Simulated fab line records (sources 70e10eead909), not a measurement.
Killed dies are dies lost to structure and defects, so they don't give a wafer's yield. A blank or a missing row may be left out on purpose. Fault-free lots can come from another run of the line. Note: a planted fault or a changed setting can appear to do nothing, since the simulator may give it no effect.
Comparing a struck lot with a sound one -- flow nand-harc -- 36 steps out of a route of 1159
Sound: these wafers, L170.1, L170.4, L170.6. Struck: wafer L186.3 (left out: L186.2, L186.4 of the same lot, which were not struck); the cause appears at the end.
At each step with rows: each side's tool, then ch and its chambers, then its first start. Under that, the readings that differ: sound wafers -- struck wafers -- difference of the means -- sigmas: that difference in standard deviations of wafers without a fault.
alike: readings with means less than 2 such deviations apart, plus words and numbers identical on both sides. not compared: withheld readings, readings lacking a value on some wafer, bounds such as >300 that could conceal the same value, and numbers that have no deviation in the record and whose values overlap.
A row with sigmas, a row that says differs or no value, or rows on one side alone: a step with any of these is where the two part. Numbers that have no deviation but don't overlap get no sigmas and don't part them. A reading missing from all wafers of one side parts the sides only when that side holds two or more wafers.

first, 2 steps without rows for these wafers: NHARC_A_SLIT_PRECLEAN_19 (cleans in SC1); NHARC_A_SLIT_SRD_20.
NHARC_A_SLIT_CD_MEAS_21:
  sound on cd-sem-01 at day 14 18:41; struck on cd-sem-01 at day 18 14:32
  alike: cd-nm
then, 3 steps without rows for these wafers: NHARC_A_SIN_REMOVE_WET_00 (chemistry H3PO4, time 15300 s); NHARC_A_SIN_REMOVE_PRECLEAN_01 (cleans in SC1); NHARC_A_SIN_REMOVE_SRD_02.
NHARC_A_SIN_REMOVE_INSPECT_04:
  sound on defect-inspect-02 at day 15 01:14; struck on defect-inspect-01 at day 18 22:11
  alike: raw-defect-count
then, 2 steps without rows for these wafers: NHARC_A_WL_FILL_ALD_00 (deposits Al2O3, target thk 3 nm, pulse time 3 s, ald cycles 30); NHARC_A_WL_FILL_RTA_01 (time 5 s).
NHARC_A_WL_FILL_ALD_02: deposits TiN, target thk 2 nm, pulse time 3 s, ald cycles 100.
  sound on ald-metal-02 ch 1,2, day 15 01:57; struck on ald-metal-03 ch 2, day 18 22:43
reading,sound,struck,difference,sigmas
heater-power-w (W),1253 1293 1289,972,-306,-2
  alike: heater-power-outer-w, precursor-pulse-height-rel
NHARC_A_WL_FILL_CVD_03: deposits W, target thk 40 nm, time 3302 s.
  sound on cvd-w-02 ch 0, day 15 07:42; struck on cvd-w-02 ch 1, day 19 01:02
reading,sound,struck,difference,sigmas
throttle-valve-pct (%),7.9 8.0 7.9,8.8,+0.9,+2
  alike: chamber-pressure-Torr, heater-power-outer-w, heater-power-w
NHARC_A_WL_FILL_ETCHBACK_04: etches the open film in NF3, target depth 60 nm, time 120 s.
  sound on rie-metal-03 ch 0,1, day 15 13:50; struck on rie-metal-01 ch 0, day 19 04:19
  alike: drypump-motor-current-A, oes-product-au
  not compared: rf-hours-counter-h
then, 1 step without rows for these wafers: NHARC_A_WL_FILL_ETCHBACK_05 (etches the open film in Cl2/BCl3, target depth 22 nm, time 60 s).
NHARC_A_WL_FILL_STRIP_27: strips in N2/H2, time 20 s.
  sound on plasma-asher-02 ch 0,1, day 15 14:12; struck on plasma-asher-01 ch 0, day 19 04:41
  alike: drypump-motor-current-A, heater-power-w
  not compared: rf-hours-counter-h
then, 4 steps without rows for these wafers: NHARC_A_WL_FILL_STRIP_28 (strips in post etch residue remover, time 1200 s); NHARC_A_WL_FILL_PRECLEAN_06 (cleans in DIW, time 300 s); NHARC_A_WL_FILL_SRD_07; NHARC_A_WL_FILL_ANNEAL_08 (time 1800 s).
NHARC_A_WL_FILL_ALD_10: deposits SiO2, target thk 50 nm, pulse time 10 s, ald cycles 500.
  sound on ald-hk-03 ch 0,2,3, day 15 19:17; struck on ald-hk-03 ch 3, day 19 14:28
reading,sound,struck,difference,sigmas
precursor-pulse-height-rel,0.990 1.019 0.999,0.952,-0.051,-2
  alike: heater-power-outer-w, heater-power-w
then, 13 steps without rows for these wafers: NHARC_A_WL_FILL_ETCHBACK_16 (etches the open film in C4F8/O2/Ar, target depth 88 nm, time 17.6 s); NHARC_A_WL_FILL_STRIP_29 (strips in O2, time 20 s); NHARC_A_WL_FILL_ETCHBACK_17 (etches the open film in Cl2/BCl3, target depth 4 nm, time 26.7 s); NHARC_A_WL_FILL_PRECLEAN_18 (cleans in dHF, time 30 s); NHARC_A_WL_FILL_SRD_21; NHARC_A_WL_FILL_CVD_23 (deposits poly-Si, target thk 40 nm, time 800 s); NHARC_A_WL_FILL_ETCHBACK_26 (etches the open film in HBr, target depth 52 nm, time 13.3 s); NHARC_A_WL_FILL_PRECLEAN_30 (cleans in dHF, time 10 s); NHARC_A_WL_FILL_SRD_14; NHARC_A_WL_FILL_ALD_19 (deposits TiN, target thk 2 nm, pulse time 3 s, ald cycles 100); NHARC_A_WL_FILL_CVD_20 (deposits W, target thk 75 nm, time 5064 s); NHARC_A_WL_FILL_CMP_12 (polishes, t overpolish 30 s, target thk 75 nm); NHARC_A_WL_FILL_SRD_31.
NHARC_A_WL_FILL_INSPECT_15:
  sound on defect-inspect-01 at day 16 12:21; struck on defect-inspect-01 at day 20 07:46
  alike: raw-defect-count
then, 1 step without rows for these wafers: NHARC_A_CONTACT_DEP_24 (deposits SiO2, target thk 500 nm).
NHARC_A_CONTACT_DEP_28: deposits aC, target thk 3600 nm.
  the record has rows for the sound wafers here (acl-dep-02 ch 0, day 16 15:26) and none for the struck ones
-- break in the record here, with 3 days between the starts of the struck wafers on either side (left off in module A_CONTACT, picked up again in module END, where the first step shown is number 1159 on the route) --
NHARC_END_SORT_01:
  at this point the record logs the struck wafers (prober-01 ch 0, day 23 17:32) and has no rows for the sound ones

== WHERE THEY PART ==
Last at NHARC_END_SORT_01 as far as this record goes, first at NHARC_A_WL_FILL_ALD_02.

WHY: whatever the simulator had introduced
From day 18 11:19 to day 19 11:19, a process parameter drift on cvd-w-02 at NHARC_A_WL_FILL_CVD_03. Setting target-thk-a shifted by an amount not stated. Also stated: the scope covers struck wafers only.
